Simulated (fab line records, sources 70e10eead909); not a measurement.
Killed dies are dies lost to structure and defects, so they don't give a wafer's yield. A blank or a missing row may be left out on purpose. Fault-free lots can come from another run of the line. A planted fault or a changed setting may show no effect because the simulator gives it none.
Tool commonality check    flow nand-harc    2 lots and 6 wafers in the sample

## THE REASON FOR OPENING IT
At NHARC_END_SORT_01 the reading killed-at-array is flagged on 2 of 2 lots. Fault-free wafers read 29, with a standard deviation of 13.
Rule: a lot gets a flag if all its wafers with a number sit over 4 standard deviations from that mean, or if no wafer of it has a number. The rest of the lots are taken to be sound.

lot   measured      on         killed-at-array, wafer by wafer  flag
L924  day 23 01:42  prober-01  670 670 671                      FLAGGED
L925  day 23 02:31  prober-02  676 672 675                      FLAGGED
Average over the flagged lots: 672; offset from the usual +643, equal to +49 standard deviations.

## WHICH TOOL EACH LOT WENT THROUGH
2 process steps preceding the reading are held in the record, out of 1159 steps in the route. Each cell gives the tool, then ch followed by the chambers the sampled wafers passed through, then the start.
lot   flag     NHARC_A_ZERO_WELL_DESCUM_12         NHARC_A_ONON_D1_DEP_12
L924  FLAGGED  rie-diel-12 ch 0,2,3, day 10 03:04  pecvd-onon-03, day 11 03:22
L925  FLAGGED  rie-diel-02 ch 0,1, day 10 09:47    pecvd-onon-03, day 11 13:05
What is done by these steps:
- NHARC_A_ZERO_WELL_DESCUM_12: chemistry O2, time 3 s.
- NHARC_A_ONON_D1_DEP_12: target thk 1000 nm.
- NHARC_END_SORT_01

## FLAGGED AGAINST TOTAL, ONE TOOL AT A TIME (gauges that did the reading follow at the end)
step                         tool           lots run  flagged  share of the flagged lots  sound lots run after its first flagged lot
NHARC_A_ZERO_WELL_DESCUM_12  rie-diel-02    1         1        some                       0
NHARC_A_ZERO_WELL_DESCUM_12  rie-diel-12    1         1        some                       0
NHARC_A_ONON_D1_DEP_12       pecvd-onon-03  2         2        all                        0
NHARC_END_SORT_01            prober-01      1         1        some                       0
NHARC_END_SORT_01            prober-02      1         1        some                       0

## WHAT THE TABLE PERMITS
All flagged lots share 1 row of the table, namely pecvd-onon-03 at NHARC_A_ONON_D1_DEP_12.
- pecvd-onon-03 at NHARC_A_ONON_D1_DEP_12: 2 of its 2 lots flagged. It ran no sound lot before its first flagged lot in this sample, so the start can't be narrowed down.
Just one tool remains: pecvd-onon-03 at NHARC_A_ONON_D1_DEP_12.

## WHAT THE SIMULATOR PUT IN
Whole step skipped at NHARC_A_ONON_D1_DEP_12 on pecvd-onon-03, starting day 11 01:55. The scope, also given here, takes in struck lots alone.
Shown lots that were struck: L924, L925. The rule above found the same.
